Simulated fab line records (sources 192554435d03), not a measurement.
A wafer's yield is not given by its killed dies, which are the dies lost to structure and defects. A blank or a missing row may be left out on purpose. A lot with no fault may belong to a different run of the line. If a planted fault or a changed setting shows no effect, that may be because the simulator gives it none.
Problem report in the 8D (eight disciplines) form, filled by code ; flow n5 finfet ; the parts of the form that need people (team, actions taken, sign-off) are left out

== 1. WHAT IS WRONG ==
cd nm at N5_HKMG_FIN_CD_MEAS_12 reads a mean of 75.0 nm on 6 wafers of 2 lots; wafers without a fault read 93.1 nm with a standard deviation of 0.49. Measured from the usual mean, that is -37 standard deviations.
The step: target cd 92.8 nm.
Earliest sighting: wafer L822.2 on cd sem-02 at day 6 15:52. The record holds 36 wafers of 12 lots with a number at this step. The rule behind "out" and "out of limits": a value lying over 4 standard deviations away from the usual mean. The other wafers with a number count as sound.

== 2. WHAT IT IS, AND WHAT IT ISN'T ==
question;is;is not
which readings at this step;cd nm;-
which lots;L822, L823;L812, L813, L815, L816, L817, L819, L826, L827, L833, L835
which wafers of those lots;all that have a number;-
read on which gauges;cd sem-01, cd sem-02;cd sem-03
when;from day 6 15:52;"up to then (18 sound wafers); but 12 sound wafers of L826, L827, L833, L835 came after"

== 3. SUSPECTS, AND WHAT RULES EACH OUT ==
Counting: a tool at a process step up to the reading stays a suspect if it ran every lot that is out and no sound lot after the first of them.
- the gauge at N5_HKMG_FIN_CD_MEAS_12: ruled out. Those wafers that are out were read across 2 gauges (cd sem-01, cd sem-02).
- rie diel-03 at N5_HKMG_FIN_ETCH_54 (etches SiARC in CF4, target depth 45.5 nm, time 75.8 s): ruled out as a lasting fault. The sound lots L826 went through it after L822, its earliest lot that is out (day 6 12:38).
- litho track-03 at N5_HKMG_FIN_PEB_10 (peb time 60 s): kept. It ran every lot that is out, first L822 (day 6 15:49), and no sound lot after that; its last sound lot up to then is L817 (day 5 10:42).
Remaining after the count: litho track-03 at N5_HKMG_FIN_PEB_10.

== 4. THE CAUSE (what the simulator had put in) ==
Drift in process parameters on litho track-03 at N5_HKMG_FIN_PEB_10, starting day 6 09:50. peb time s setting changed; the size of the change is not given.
After counting, this tool was the only one left.

== 5. THE CHAIN OF EFFECTS, in route order ==
One row per reading whose mean, taken over the struck wafers that have a number, lies over 3 standard deviations from the usual. Only readings whose record carries a usual standard deviation are examined. hours: median over the lots of the time between each lot's start at the first step of this table that gives one and its start at this step. sigmas: the change, counted in usual standard deviations.
hours;step;reading;usual;on struck wafers;change;sigmas
0;N5_HKMG_FIN_CD_MEAS_12;cd nm;93.1 nm;75.0;-18.1;-37
Later measuring or inspecting steps at which every struck wafer that the step has a row for has a number for every such reading, and none has moved that far: N5_HKMG_FIN_OVL_MEAS_13, N5_HKMG_FIN_INSPECT_14.

== 6. HOW IT WOULD HAVE BEEN CAUGHT EARLIER ==
Counted from the fault's start at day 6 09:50, it took 6 hours until the first out-of-limits reading at a measuring or inspecting step in this record, taken at day 6 15:52.
Lots out: 2; of these, L823 started N5_HKMG_FIN_PEB_10 on litho track-03 after day 6 15:52. A hold on the tool at that time would have spared it.
